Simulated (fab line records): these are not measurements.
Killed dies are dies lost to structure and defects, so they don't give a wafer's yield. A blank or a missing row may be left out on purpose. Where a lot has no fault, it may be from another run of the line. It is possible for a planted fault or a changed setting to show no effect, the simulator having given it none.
Chamber matching | flow n5_finfet | rie_diel-03 running N5_GATE_CUT_STRIP_59: 4 sister chambers
The step strips in N2/H2, time 20 s. 8 wafers are shown with their chamber, then 8 later ones without.

WAFERS PAIRED WITH THEIR CHAMBERS
wafer  | chamber | drypump_motor_current_A (A) | showerhead_plenum_p_Torr (Torr)
L080.2 | 3       | 5.9                         | 3.51
L080.6 | 1       | 6.1                         | 3.52
L083.1 | 0       | 6.8                         | 3.41
L083.5 | 3       | 6.0                         | 3.51
L083.6 | 0       | 6.7                         | 3.41
L091.3 | 1       | 6.1                         | 3.51
L091.5 | 2       | 4.9                         | 3.31
L094.1 | 2       | 4.9                         | 3.31

WAFERS MISSING THEIR CHAMBER
wafer  | drypump_motor_current_A (A) | showerhead_plenum_p_Torr (Torr)
L094.4 | 6.1                         | 3.50
L094.5 | 4.9                         | 3.31
L095.1 | 4.9                         | 3.31
L095.4 | 6.1                         | 3.50
L095.6 | 6.1                         | 3.50
L096.3 | 4.9                         | 3.31
L096.5 | 6.1                         | 3.50
L096.6 | 6.8                         | 3.39

EACH ONE'S CHAMBER
wafer  | from the rows above     | in truth
L094.4 | can't be placed: 3 or 1 | 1
L094.5 | 2                       | 2
L095.1 | 2                       | 2
L095.4 | can't be placed: 3 or 1 | 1
L095.6 | can't be placed: 3 or 1 | 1
L096.3 | 2                       | 2
L096.5 | can't be placed: 3 or 1 | 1
L096.6 | 0                       | 0
Placed correctly: 4 of 8. From these rows, 4 cannot be placed; in 4 the true chamber is one of the candidates. Wrongly placed: 0.
How it was worked out, from the rows above alone: a wafer's distance from a chamber is the root of the sum, over the readings, of the square of ((its reading less the chamber's mean) divided by the reading's scatter). If the next closest chamber is less than 2 further off than the closest, the wafer can't be placed; otherwise it belongs to the closest. For every chamber, the mean is computed from those of its wafers that are shown. The scatter: the root of (the sum of the squares of (reading less its chamber's mean) over the shown wafers, divided by (wafers less chambers)).
